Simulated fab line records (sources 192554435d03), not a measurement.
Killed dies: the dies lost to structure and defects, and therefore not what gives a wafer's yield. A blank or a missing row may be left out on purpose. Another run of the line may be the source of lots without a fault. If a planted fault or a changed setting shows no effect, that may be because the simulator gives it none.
fab line records	flow n5_finfet
record lots=7	wafers=21
route steps=1938 shown BEOL_M5@1172 BEOL_M7@1266 BEOL_M8@1335
start_h: the number of hours between the record's first day and the start of the first shown wafer of the lot	wait_h: hours since the lot's step before	" unchanged from the row above	L1.1+2: a single row standing in for several wafers	- value missing, or start not given	* or withheld: withheld	< > ~ a bound
route shown NAME@n: NAME is a module with steps in the file, n the number in the route of the first one	usual: mean and standard deviation over wafers with no fault	same: alike in all rows	chamber/n: place in a boat	sites: the reading at each site	_std_site: how widely they spread, as a standard deviation	_edge_site: mean of outer sites minus mean of inner sites	radius_mm: for every site, how far away it sits from the centre of the wafer	mask NAME#n: copy n	behind: the most recent tool/chamber to have shaped the wafer	hold: reason for holding the lot/hours on hold/outcome of the hold	device: which transistor (n, p or np) failed to switch	end of line: tests of these same wafers at the route's end	step lacking rows: just its recipe	killed: the dies lost at the first sort to structure and to defects; this is not the yield of the wafer	map: a wafer's dies, x killed, . not, _ none there
set.NAME: setting as actually run; set.NAME@STEP: the setting as run at that earlier step	model.NAME: the simulator's own value behind a step, which no gauge read
one table per step and one row per wafer, for lots whose settings were changed on purpose
## steps
# step N5_BEOL_M5_ALD_86
# recipe material=TaN	target_thk_a=*	temp_c=275	ald_precursor_family=PDMAT	ald_co_reactant=NH3	pressure_torr=3	carrier_flow_sccm=1500	pulse_time_s=2	purge_time_s=3	co_reactant_purge_time_s=2	co_reactant_pulse_time_s=3	ald_cycles=30	precursor_vessel_temp_c=75	precursor_vessel_pressure_torr=26.25	precursor_vessel_carrier_sccm=1000
lot.wafer	tool	chamber	start_h	wait_h	set.ald_cycles
L081.2+4+5	ald_metal-04	2,3,2	236.35	0.1	30
L083.2+3	ald_metal-04	2,3	254.46	0.1	25
L083.6	"	0	"	"	30
L082.2+3+5	ald_metal-03	1,3,2	260.42	0.2	30
L086.1+3	ald_metal-04	3,1	275.48	0.0	30
L086.5	"	1	"	"	33
L087.1+5	ald_metal-04	1,3	283.65	0.2	26
L087.4	"	3	"	"	30
L092.1	ald_metal-03	1	311.22	0.2	26
L092.2+5	"	0,2	"	"	30
L096.1+3	ald_metal-03	2,0	351.81	0.1	26
L096.2	"	3	"	"	30
# step N5_BEOL_M5_SURFACE_TREAT_87
# recipe gas=Ar	time_s=*	ion_energy_ev=*	ion_current_ma_cm2=0.5	pressure_mtorr=*	ar_flow_sccm=30
# step N5_BEOL_M5_CVD_47
# recipe material=Co	target_thk_a=30	temp_c=withheld	precursor=CCTBA/H2	pressure_torr=30	time_s=216
# step N5_BEOL_M5_ECD_50
# recipe material=Cu	target_thk_a=3000
# step N5_BEOL_M5_ANNEAL_51
# recipe temp_c=225	time_s=90	ambient=N2
# step N5_BEOL_M5_CMP_52
# recipe stop_on=SiCOH_lowk	t_overpolish_s=6.9	down_force_psi=1	platen_rpm=50	clearing_platen_down_force_psi=1.5	clearing_platen_rpm=50	post_cmp_clean=cu_alkaline	target_thk_nm=62	clearing_platen_pad_velocity_m_s=0.99484	pad_velocity_m_s=0.99484
lot.wafer	tool	chamber	start_h	wait_h	set.time_s@BEOL_M5_TRENCH_ETCH_37	model.Cu_of_BEOL_M5_ECD_50.thk_nm
L081.4	cmp-03	0	242.40	0.5	22.66	54.6
L081.2	"	2	"	"	24.7	61
L081.5	"	0	"	"	22.66	55.2
L083.3	cmp-03	1	260.66	0.8	24.7	61
L083.2	"	2	"	"	24.7	62.4
L083.6	"	1	"	"	24.7	59.6
L082.3+5	cmp-01	2	270.11	2.5	24.7	61.4
L082.2	"	1	"	"	24.7	60.4
L086.3	cmp-01	3	285.19	1.8	26.94	67
L086.1	"	0	"	"	26.94	68.2
L086.5	"	3	"	"	26.94	66.6
L087.1+4	cmp-03	3,2	291.21	1.0	29.5	74.4
L087.5	"	3	"	"	24.7	60.8
L092.1	cmp-01	0	318.44	0.3	20.07	48
L092.2	"	2	"	"	24.7	61.8
L092.5	"	3	"	"	20.07	48.4
L096.1	cmp-01	3	357.36	0.3	24.7	60
L096.2	"	0	"	"	22.67	55.6
L096.3	"	2	"	"	24.7	62.2
# step N5_BEOL_M5_THK_MEAS_53
# recipe thk_meas_gauge=xrf	reads=Cu_of_BEOL_M5_ECD_50
# usual M5_THK=62.0/1.7
lot.wafer	tool	chamber	start_h	wait_h	set.time_s@BEOL_M5_TRENCH_ETCH_37	M5_THK[nm]
L081.2	film_metro-02	-	242.66	-	24.7	61.1
L081.4	"	-	"	"	22.66	54.4
L081.5	"	-	"	"	22.66	55.2
L083.2	film_metro-01	-	260.96	-	24.7	63.9
L083.3	"	-	"	"	24.7	62.0
L083.6	"	-	"	"	24.7	60.6
L082.2	film_metro-02	-	270.40	-	24.7	60.1
L082.3	"	-	"	"	24.7	61.4
L082.5	"	-	"	"	24.7	61.3
L086.1	film_metro-02	-	285.45	-	26.94	68.9
L086.3	"	-	"	"	26.94	67.4
L086.5	"	-	"	"	26.94	67.3
L087.1	film_metro-01	-	291.51	-	29.5	75.9
L087.4	"	-	"	"	29.5	76.0
L087.5	"	-	"	"	24.7	61.8
L092.1	film_metro-01	-	318.70	-	20.07	48.0
L092.2	"	-	"	"	24.7	62.0
L092.5	"	-	"	"	20.07	48.6
L096.1	film_metro-01	-	357.66	-	24.7	61.3
L096.2	"	-	"	"	22.67	56.9
L096.3	"	-	"	"	24.7	63.9
# step N5_BEOL_M5_PRE_CLEAN_77
# recipe gas=NH3/H2	time_s=15	temp_c=*	rf_power_w=300
# step N5_BEOL_M5_CO_CAP_78
# recipe material=Co	target_thk_a=20	temp_c=200	precursor=CCTBA/H2	pressure_torr=30	time_s=102.1
# step N5_BEOL_M5_PRE_CLEAN_55
# recipe gas=NH3	time_s=15	temp_c=withheld	rf_power_w=300
# step N5_BEOL_M5_DEP_56
# recipe material=SiCN	target_thk_a=80	temp_c=withheld	precursor=3MS/NH3	pressure_torr=3	rf_w=202	time_s=14
# step N5_BEOL_M5_RS_MEAS_57
# recipe thk_meas_gauge=four-point-probe	reads=Co_of_BEOL_M5_CO_CAP_78+Cu_of_BEOL_M5_ECD_50+Co_of_BEOL_M5_CVD_47+TaN_of_BEOL_M5_ALD_86
# usual M5_RS=0.392/0.012
lot.wafer	tool	chamber	start_h	wait_h	set.time_s@BEOL_M5_TRENCH_ETCH_37	M5_RS[ohm/sq]
L081.2	film_metro-02	-	243.16	0.1	24.7	0.395
L081.4	"	-	"	"	22.66	0.453
L081.5	"	-	"	"	22.66	0.445
L083.2	film_metro-02	-	261.23	0.1	24.7	0.383
L083.3	"	-	"	"	24.7	0.394
L083.6	"	-	"	"	24.7	0.406
L082.2	film_metro-01	-	271.21	0.1	24.7	0.398
L082.3	"	-	"	"	24.7	0.391
L082.5	"	-	"	"	24.7	0.391
L086.1	film_metro-01	-	286.25	0.1	26.94	0.345
L086.3	"	-	"	"	26.94	0.352
L086.5	"	-	"	"	26.94	0.354
L087.1	film_metro-01	-	292.03	0.1	29.5	0.311
L087.4	"	-	"	"	29.5	0.311
L087.5	"	-	"	"	24.7	0.397
L092.1	film_metro-02	-	318.96	0.0	20.07	0.529
L092.2	"	-	"	"	24.7	0.387
L092.5	"	-	"	"	20.07	0.522
L096.1	film_metro-02	-	357.92	0.0	24.7	0.402
L096.2	"	-	"	"	22.67	0.440
L096.3	"	-	"	"	24.7	0.385
# step N5_BEOL_M7_PECVD_70
# recipe material=SiO2	target_thk_a=200	temp_c=400	precursor=TEOS/O2	pressure_torr=5.5	rf_w=450	teos_flow_sccm=53.8	gas=O2	flow_sccm=3000	time_s=22.7
lot.wafer	tool	chamber	start_h	wait_h	set.temp_c	model.SiO2_of_BEOL_M7_PECVD_70.thk_nm
L081.2	pecvd-01	2	250.93	0.0	400	20
L081.4	"	2	"	"	415.4	18.2
L081.5	"	0	"	"	400	20.2
L083.2	pecvd-01	1	271.88	0.0	400	20.2
L083.3	"	2	"	"	400	19.8
L083.6	"	2	"	"	388.5	22
L082.2+5	pecvd-02	0	285.26	0.0	400	20.4
L082.3	"	1	"	"	400	20
L086.1	pecvd-02	1	298.30	0.0	385.6	21.8
L086.3	"	0	"	"	400	20
L086.5	"	0	"	"	385.6	22.2
L087.1	pecvd-01	1	302.29	0.0	400	20.2
L087.4	"	2	"	"	386.5	21.8
L087.5	"	0	"	"	400	20
L092.1	pecvd-03	2	328.43	0.0	384.5	22
L092.2	"	0	"	"	400	19.8
L092.5	"	0	"	"	384.5	22.2
L096.1	pecvd-02	1	366.01	0.0	400	19.8
L096.2+3	"	0,2	"	"	405.3	19
# step N5_BEOL_M7_HM_DEP_02
# recipe material=TiN	target_thk_a=200	temp_c=25	chamber_pressure_pa=0.49996
# step N5_BEOL_M7_COAT_59
# recipe resist=SOC	temp_c=250	time_s=60	spin_rpm=1500	resist_thk_nm=100
# step N5_BEOL_M7_STRIP_80
# recipe chemistry=N2/H2	time_s=10	power_w=450	temp_c=40	pressure_mtorr=20	rf_frequency_hz=6e+07	bias_power_w=7	n2_flow_sccm=200	h2_flow_sccm=200
# step N5_BEOL_M7_HM_STRIP_39
# recipe chemistry=peroxide_tin_strip	material=TiN	target_depth_a=250	temp_c=50	time_s=158
lot.wafer	tool	chamber	start_h	wait_h	set.temp_c@BEOL_M7_PECVD_70	model.SiO2_of_BEOL_M7_PECVD_70.thk_nm
L081.2	wet_bench-05	6	255.42	0.0	400	19.8
L081.4	"	5	"	"	415.4	18.2
L081.5	"	3	"	"	400	20
L083.2	wet_bench-05	0	282.47	0.0	400	20.2
L083.3	"	4	"	"	400	19.8
L083.6	"	5	"	"	388.5	21.8
L082.2+5	wet_bench-05	3,5	290.11	0.0	400	20.2
L082.3	"	2	"	"	400	20
L086.1	wet_bench-05	0	301.22	0.0	385.6	21.6
L086.3	"	1	"	"	400	19.8
L086.5	"	7	"	"	385.6	22
L087.1	wet_bench-01	0	308.32	0.0	400	20
L087.4	"	6	"	"	386.5	21.6
L087.5	"	3	"	"	400	19.8
L092.1	wet_bench-02	7	331.76	0.0	384.5	21.8
L092.2	"	3	"	"	400	19.8
L092.5	"	2	"	"	384.5	22.2
L096.1	wet_bench-02	6	369.99	0.0	400	19.6
L096.2+3	"	7,1	"	"	405.3	18.8
# step N5_BEOL_M8_PECVD_70
# recipe material=SiO2	target_thk_a=200	temp_c=400	precursor=TEOS/O2	pressure_torr=5.5	rf_w=450	teos_flow_sccm=53.8	gas=O2	flow_sccm=3000	time_s=22.7
lot.wafer	tool	chamber	start_h	wait_h	set.temp_c	model.SiO2_of_BEOL_M8_PECVD_70.thk_nm
L081.2+4	pecvd-02	2,1	259.05	0.0	400	20
L081.5	"	0	"	"	400	20.2
L083.2	pecvd-01	0	286.77	0.0	400	19.6
L083.3	"	1	"	"	383.4	22
L083.6	"	0	"	"	400	20.4
L082.2	pecvd-02	1	293.80	0.0	400	19.6
L082.3+5	"	2	"	"	400	19.8
L086.1	pecvd-04	1	305.39	0.0	400	20
L086.3	"	2	"	"	394.2	20.8
L086.5	"	1	"	"	400	20.4
L087.1	pecvd-01	2	311.88	0.0	400	20
L087.4	"	1	"	"	400	20.8
L087.5	"	2	"	"	391	21.6
L092.1+2	pecvd-04	0,2	335.25	0.0	400	20
L092.5	"	0	"	"	400	20.2
L096.1+3	pecvd-02	1,0	373.00	0.0	400	20
L096.2	"	2	"	"	406.1	19.2
# step N5_BEOL_M8_COAT_59
# recipe resist=SOC	temp_c=250	time_s=60	spin_rpm=1500	resist_thk_nm=100
lot.wafer	tool	chamber	start_h	wait_h	set.spin_rpm	model.SOC_of_BEOL_M8_COAT_59.thk_nm
L081.2	litho_track-01	0	259.81	0.1	1500	99.8
L081.4+5	"	0	"	"	1500	100.2
L083.2+6	litho_track-03	0	290.31	0.1	1500	100.4
L083.3	"	0	"	"	1394	104
L082.2	litho_track-05	0	294.96	0.1	1500	99.8
L082.3	"	0	"	"	1500	100.2
L082.5	"	0	"	"	1500	100
L086.1	litho_track-01	0	306.30	0.1	1500	100.2
L086.3	"	0	"	"	1500	100.4
L086.5	"	0	"	"	1600	97.6
L087.1+4	litho_track-03	0	314.16	0.1	1500	99.8
L087.5	"	0	"	"	1500	100
L092.1	litho_track-05	0	336.66	0.1	1500	100.2
L092.2	"	0	"	"	1500	100
L092.5	"	0	"	"	1500	100.6
L096.1	litho_track-05	0	373.53	0.1	1392	103.8
L096.2	"	0	"	"	1392	104
L096.3	"	0	"	"	1500	100
# step N5_BEOL_M8_COAT_05
# recipe resist=CAR-ArF	spin_rpm=1500	resist_thk_nm=90
lot.wafer	tool	chamber	start_h	wait_h	set.spin_rpm	model.CAR-ArF_of_BEOL_M8_COAT_05.thk_nm
L081.2+4	litho_track-01	0	-	-	1500	90.4
L081.5	"	0	"	"	1500	90.2
L083.2	litho_track-03	0	-	-	1665	85.2
L083.3	"	0	"	"	1500	90
L083.6	"	0	"	"	1500	89.8
L082.2	litho_track-05	0	-	-	1500	89.8
L082.3+5	"	0	"	"	1500	90.2
L086.1+3	litho_track-01	0	-	-	1500	89.8
L086.5	"	0	"	"	1500	90
L087.1	litho_track-03	0	-	-	1412	92.8
L087.4	"	0	"	"	1500	90.2
L087.5	"	0	"	"	1500	90
L092.1+2+5	litho_track-05	0	-	-	1500	90.4
L096.1	litho_track-05	0	-	-	1453	91.6
L096.2	"	0	"	"	1500	90.2
L096.3	"	0	"	"	1453	91.8
# step N5_BEOL_M8_EBR_07
# recipe solvent=PGMEA	ebr_width_mm=1.5
# step N5_BEOL_M8_SOFTBAKE_06
# recipe temp_c=110	time_s=60	resist=CAR-ArF
# step N5_BEOL_M8_EXPOSE_08
# recipe mask_id=M8	na=1.35	source_shape=dipole	sigma_inner=0.817	sigma_outer=0.97	polarization=te	dose_mj=68.25
# step N5_BEOL_M8_PEB_09
# recipe peb_temp_c=withheld	peb_time_s=60	resist=CAR-ArF
# step N5_BEOL_M8_DEVELOP_10
# recipe develop_time_s=30	developer=TMAH	resist=CAR-ArF	rinse_liquid=diw	dry=air_spin	dev_temp_c=23
lot.wafer	tool	chamber	start_h	wait_h	set.spin_rpm@BEOL_M8_COAT_05	model.CAR-ArF_of_BEOL_M8_COAT_05.thk_nm
L081.2+4+5	litho_track-05	0	-	-	1500	88.6
L083.2	litho_track-05	0	-	-	1665	83.6
L083.3	"	0	"	"	1500	88.4
L083.6	"	0	"	"	1500	88
L082.2	litho_track-05	0	-	-	1500	88.2
L082.3	"	0	"	"	1500	88.4
L082.5	"	0	"	"	1500	88.6
L086.1+3+5	litho_track-05	0	-	-	1500	88.2
L087.1	litho_track-03	0	-	-	1412	91.2
L087.4+5	"	0	"	"	1500	88.4
L092.1+2	litho_track-05	0	-	-	1500	88.8
L092.5	"	0	"	"	1500	88.6
L096.1+3	litho_track-05	0	-	-	1453	90
L096.2	"	0	"	"	1500	88.6
# step N5_BEOL_M8_DESCUM_16
# recipe chemistry=O2	time_s=7.9	source_power_w=50	bias_power_w=20	pressure_mtorr=20	rf_frequency_hz=2.712e+07	temp_c=40	resist=CAR-ArF	o2_flow_sccm=225
lot.wafer	tool	chamber	start_h	wait_h	set.time_s	set.spin_rpm@BEOL_M8_COAT_05	model.CAR-ArF_of_BEOL_M8_COAT_05.thk_nm
L081.2+4	rie_diel-01	0,2	260.77	0.5	6.549	1500	84.6
L081.5	"	0	"	"	7.9	1500	83.6
L083.2	rie_diel-01	3	290.64	0.0	7.9	1665	78.6
L083.3	"	0	"	"	7.9	1500	83.4
L083.6	"	1	"	"	7.9	1500	83.2
L082.2	rie_diel-03	0	295.30	0.0	7.9	1500	83.2
L082.3+5	"	3,2	"	"	7.9	1500	83.6
L086.1	rie_diel-01	1	306.76	0.0	7.9	1500	83.2
L086.3	"	0	"	"	6.262	1500	84.2
L086.5	"	1	"	"	6.262	1500	84.4
L087.1	rie_diel-01	1	314.69	0.1	7.9	1412	86.4
L087.4	"	2	"	"	9.641	1500	82.6
L087.5	"	2	"	"	9.641	1500	82.4
L092.1	rie_diel-04	0	337.80	0.8	7.9	1500	84
L092.2	"	1	"	"	6.183	1500	85
L092.5	"	2	"	"	7.9	1500	83.8
L096.1	rie_diel-03	3	374.13	0.3	7.9	1453	85
L096.2	"	0	"	"	7.418	1500	84
L096.3	"	2	"	"	7.9	1453	85.2
# step N5_BEOL_M8_ETCH_61
# recipe chemistry=CF4	target=SiARC	target_depth_a=455	mask_material=CAR-ArF	time_s=75.8	ion_energy_ev=80	pressure_mtorr=40	source_w=545	bias_w=36	Ar_flow_sccm=100	cf4_flow_sccm=100	ends=cleared
lot.wafer	tool	chamber	start_h	wait_h	set.spin_rpm@BEOL_M8_COAT_05	set.time_s@BEOL_M8_DESCUM_16	model.CAR-ArF_of_BEOL_M8_COAT_05.thk_nm
L081.2+4	rie_diel-01	0,2	260.80	0.0	1500	6.549	52
L081.5	"	0	"	"	1500	7.9	51
L083.2	rie_diel-01	3	290.68	0.0	1665	7.9	46
L083.3	"	0	"	"	1500	7.9	51
L083.6	"	1	"	"	1500	7.9	50.6
L082.2	rie_diel-03	0	295.34	0.0	1500	7.9	50.8
L082.3	"	3	"	"	1500	7.9	51
L082.5	"	2	"	"	1500	7.9	51.2
L086.1	rie_diel-01	1	306.79	0.0	1500	7.9	50.8
L086.3	"	0	"	"	1500	6.262	51.8
L086.5	"	1	"	"	1500	6.262	52
L087.1	rie_diel-01	1	314.73	0.0	1412	7.9	53.8
L087.4	"	2	"	"	1500	9.641	50
L087.5	"	2	"	"	1500	9.641	49.8
L092.1	rie_diel-04	0	337.84	0.0	1500	7.9	51.4
L092.2	"	1	"	"	1500	6.183	52.4
L092.5	"	2	"	"	1500	7.9	51.2
L096.1	rie_diel-03	3	374.17	0.0	1453	7.9	52.4
L096.2	"	0	"	"	1500	7.418	51.4
L096.3	"	2	"	"	1453	7.9	52.6
# step N5_BEOL_M8_ETCH_62
# recipe chemistry=N2/H2	target=SOC	target_depth_a=1100	overetch_a=220	mask_material=SiARC	temp_c=40	time_s=165	ion_energy_ev=200	pressure_mtorr=30	source_w=840	bias_w=150	n2_flow_sccm=200	h2_flow_sccm=200
lot.wafer	tool	chamber	start_h	wait_h	set.spin_rpm@BEOL_M8_COAT_59	model.etch.depth_nm
L081.2	rie_diel-01	0	260.86	0.0	1500	99.88
L081.4	"	2	"	"	1500	100.3
L081.5	"	0	"	"	1500	100.2
L083.2	rie_diel-01	3	290.73	0.0	1500	100.5
L083.3	"	0	"	"	1394	104
L083.6	"	1	"	"	1500	100.4
L082.2	rie_diel-03	0	295.39	0.0	1500	99.78
L082.3	"	3	"	"	1500	100.1
L082.5	"	2	"	"	1500	99.91
L086.1	rie_diel-01	1	306.85	0.0	1500	100.2
L086.3	"	0	"	"	1500	100.3
L086.5	"	1	"	"	1600	97.52
L087.1	rie_diel-01	1	314.78	0.0	1500	99.77
L087.4	"	2	"	"	1500	99.89
L087.5	"	2	"	"	1500	99.97
L092.1	rie_diel-04	0	337.90	0.0	1500	100.3
L092.2	"	1	"	"	1500	99.99
L092.5	"	2	"	"	1500	100.6
L096.1	rie_diel-03	3	374.23	0.0	1392	103.9
L096.2	"	0	"	"	1392	104
L096.3	"	2	"	"	1500	100
# step N5_BEOL_M8_STRIP_68
# recipe chemistry=N2/H2	temp_c=40	n2_flow_sccm=200	h2_flow_sccm=200	rf_frequency_hz=6e+07
# step N5_BEOL_M8_STRIP_67
# recipe chemistry=CF4	resist=SiARC	power_w=300	bias_power_w=75	pressure_mtorr=50	cf4_flow_sccm=150	rf_frequency_hz=6e+07
# step N5_BEOL_M8_HM_OPEN_17
# recipe chemistry=Cl2/BCl3	target_depth_a=200	overetch_a=60	target=TiN	mask_material=SOC	ion_energy_ev=150	pressure_mtorr=10	icp_w=1000	bias_w=126	Cl2_flow_sccm=53.25	bcl3_flow_sccm=21.75	Ar_flow_sccm=25
lot.wafer	tool	chamber	start_h	wait_h	set.spin_rpm@BEOL_M8_COAT_59	model.SOC_of_BEOL_M8_COAT_59.thk_nm
L081.2	rie_metal-01	1	261.05	0.0	1500	91.8
L081.4	"	0	"	"	1500	92.4
L081.5	"	1	"	"	1500	92
L083.2+6	rie_metal-03	0,1	290.93	0.0	1500	92.4
L083.3	"	1	"	"	1394	96
L082.2+3+5	rie_metal-02	0,1,0	295.58	0.0	1500	92
L086.1	rie_metal-02	1	307.03	0.0	1500	92.2
L086.3	"	0	"	"	1500	92.6
L086.5	"	1	"	"	1600	89.4
L087.1+5	rie_metal-01	0,1	314.97	0.0	1500	91.8
L087.4	"	0	"	"	1500	92
L092.1+5	rie_metal-02	0,1	338.08	0.0	1500	92.6
L092.2	"	1	"	"	1500	92
L096.1	rie_metal-03	1	374.41	0.0	1392	95.8
L096.2	"	0	"	"	1392	96
L096.3	"	0	"	"	1500	92
# step N5_BEOL_M8_STRIP_19
# recipe chemistry=O2	power_w=400	temp_c=40	pressure_mtorr=30	rf_frequency_hz=6e+07	bias_power_w=0	overash_fraction=0.2	o2_flow_sccm=225
# step N5_BEOL_M8_STRIP_80
# recipe chemistry=N2/H2	time_s=10	power_w=450	temp_c=40	pressure_mtorr=20	rf_frequency_hz=6e+07	bias_power_w=7	n2_flow_sccm=200	h2_flow_sccm=200
# step N5_BEOL_M8_HM_STRIP_39
# recipe chemistry=peroxide_tin_strip	material=TiN	target_depth_a=250	temp_c=50	time_s=158
lot.wafer	tool	chamber	start_h	wait_h	set.temp_c@BEOL_M8_PECVD_70	model.SiO2_of_BEOL_M8_PECVD_70.thk_nm
L081.2	wet_bench-03	0	265.83	0.0	400	19.8
L081.4+5	"	3,5	"	"	400	20
L083.2	wet_bench-04	3	292.28	0.0	400	19.4
L083.3	"	7	"	"	383.4	21.8
L083.6	"	0	"	"	400	20.2
L082.2	wet_bench-04	4	299.02	0.0	400	19.4
L082.3+5	"	3,6	"	"	400	19.6
L086.1	wet_bench-04	3	308.27	0.0	400	19.8
L086.3	"	7	"	"	394.2	20.6
L086.5	"	5	"	"	400	20.2
L087.1	wet_bench-04	2	316.62	0.0	400	19.8
L087.4	"	7	"	"	400	20.6
L087.5	"	0	"	"	391	21.6
L092.1+2	wet_bench-04	0,1	340.46	0.0	400	19.8
L092.5	"	3	"	"	400	20
L096.1	wet_bench-06	2	376.36	0.0	400	19.8
L096.2	"	7	"	"	406.1	19
L096.3	"	1	"	"	400	20
## key
split step=N5_BEOL_M5_ALD_86	setting=ald_cycles	stated=30	by=wafer
response none clear
split step=N5_BEOL_M7_PECVD_70	setting=temp_c	stated=400	by=wafer
response step=N5_BEOL_M7_PECVD_70	reading=model.SiO2_of_BEOL_M7_PECVD_70.thk_nm	change=-0.56	per=1%	r=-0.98
response step=N5_BEOL_M7_HM_STRIP_39	reading=model.SiO2_of_BEOL_M7_PECVD_70.thk_nm	change=-0.533	per=1%	r=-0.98
split step=N5_BEOL_M8_PECVD_70	setting=temp_c	stated=400	by=wafer
response step=N5_BEOL_M8_PECVD_70	reading=model.SiO2_of_BEOL_M8_PECVD_70.thk_nm	change=-0.49	per=1%	r=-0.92
response step=N5_BEOL_M8_HM_STRIP_39	reading=model.SiO2_of_BEOL_M8_PECVD_70.thk_nm	change=-0.513	per=1%	r=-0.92
split step=N5_BEOL_M8_COAT_59	setting=spin_rpm	stated=1500	by=wafer
response step=N5_BEOL_M8_COAT_59	reading=model.SOC_of_BEOL_M8_COAT_59.thk_nm	change=-0.489	per=1%	r=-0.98
response step=N5_BEOL_M8_ETCH_62	reading=model.etch.depth_nm	change=-0.489	per=1%	r=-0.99
response step=N5_BEOL_M8_HM_OPEN_17	reading=model.SOC_of_BEOL_M8_COAT_59.thk_nm	change=-0.503	per=1%	r=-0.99
split step=N5_BEOL_M8_COAT_05	setting=spin_rpm	stated=1500	by=wafer
response step=N5_BEOL_M8_COAT_05	reading=model.CAR-ArF_of_BEOL_M8_COAT_05.thk_nm	change=-0.437	per=1%	r=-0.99
response step=N5_BEOL_M8_DEVELOP_10	reading=model.CAR-ArF_of_BEOL_M8_COAT_05.thk_nm	change=-0.432	per=1%	r=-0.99
response step=N5_BEOL_M8_DESCUM_16	reading=model.CAR-ArF_of_BEOL_M8_COAT_05.thk_nm	change=-0.472	per=1%	r=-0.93
response step=N5_BEOL_M8_ETCH_61	reading=model.CAR-ArF_of_BEOL_M8_COAT_05.thk_nm	change=-0.479	per=1%	r=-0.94
split step=N5_BEOL_M8_DESCUM_16	setting=time_s	stated=7.9	by=wafer
response step=N5_BEOL_M8_DESCUM_16	reading=model.CAR-ArF_of_BEOL_M8_COAT_05.thk_nm	slope=-0.0554	per=1%	together_with=spin_rpm@BEOL_M8_COAT_05	explained=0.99
response step=N5_BEOL_M8_ETCH_61	reading=model.CAR-ArF_of_BEOL_M8_COAT_05.thk_nm	slope=-0.0549	per=1%	together_with=spin_rpm@BEOL_M8_COAT_05	explained=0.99
split outside_this_file step=N5_BEOL_M5_TRENCH_ETCH_37 setting=time_s
# split outside_this_file: this setting was split too, and the file shows its column; the key of that split is in another file
